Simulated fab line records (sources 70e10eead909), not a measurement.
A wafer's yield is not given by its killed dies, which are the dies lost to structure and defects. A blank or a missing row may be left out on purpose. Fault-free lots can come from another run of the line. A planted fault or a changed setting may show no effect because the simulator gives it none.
Matching of chambers    flow nand harc    NHARC_A_SLIT_DEP_25 on pecvd-01: 3 sister chambers
The step deposits SiO2, target thk 200 nm. 18 wafers are shown with their chamber, then 9 later ones without.

WAFERS PAIRED WITH THEIR CHAMBERS
wafer   chamber  throttle valve pct (%)  heater power w (W)
L074.1  1        15.3                    460
L074.2  2        16.3                    526
L074.5  1        15.5                    467
L076.1  2        16.3                    498
L076.3  0        15.8                    431
L076.6  1        15.6                    533
L077.1  1        15.6                    537
L077.2  0        15.9                    440
L077.5  1        15.7                    402
L084.1  1        15.7                    507
L084.2  2        15.5                    525
L084.3  0        15.5                    503
L086.2  1        15.3                    508
L086.4  2        15.6                    495
L086.6  0        15.7                    434
L087.1  2        15.6                    446
L087.2  1        15.6                    540
L087.6  0        15.7                    485

SIGNATURES, as means of the wafers listed above
reading             chamber 0  chamber 1  chamber 2  scatter within a chamber
throttle valve pct  15.720     15.537     15.860     0.247
heater power w      458.60     494.25     498.00     40.7
Rule: a wafer lies at a distance from a chamber equal to the root of the sum of squares, over the readings, of (its reading less the chamber's mean, divided by the reading's scatter). If the next closest chamber is less than 2 further off than the closest, the wafer can't be placed; otherwise it belongs to the closest. The scatter: take each reading less its chamber's mean, square it, sum over the shown wafers, divide by the number of wafers less the number of chambers, and take the root.

WAFERS WITH NO CHAMBER GIVEN
wafer   throttle valve pct (%)  heater power w (W)
L091.2  15.8                    466
L091.3  15.5                    495
L091.6  15.7                    512
L093.3  15.9                    536
L093.5  15.9                    523
L093.6  16.0                    513
L095.1  15.8                    514
L095.4  15.9                    503
L095.5  15.8                    513

THE CHAMBER EACH PASSED THROUGH
wafer   from the rows above           in truth
L091.2  can't be placed: 0 or 2 or 1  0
L091.3  can't be placed: 1 or 0 or 2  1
L091.6  can't be placed: 2 or 1 or 0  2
L093.3  can't be placed: 2 or 1 or 0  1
L093.5  can't be placed: 2 or 1 or 0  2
L093.6  can't be placed: 2 or 0 or 1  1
L095.1  can't be placed: 2 or 1 or 0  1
L095.4  can't be placed: 2 or 0 or 1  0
L095.5  can't be placed: 2 or 1 or 0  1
Correctly placed: 0 of 9. Unplaceable from these rows: 9, with the true chamber sitting among the candidates in 9. Wrongly placed: 0.
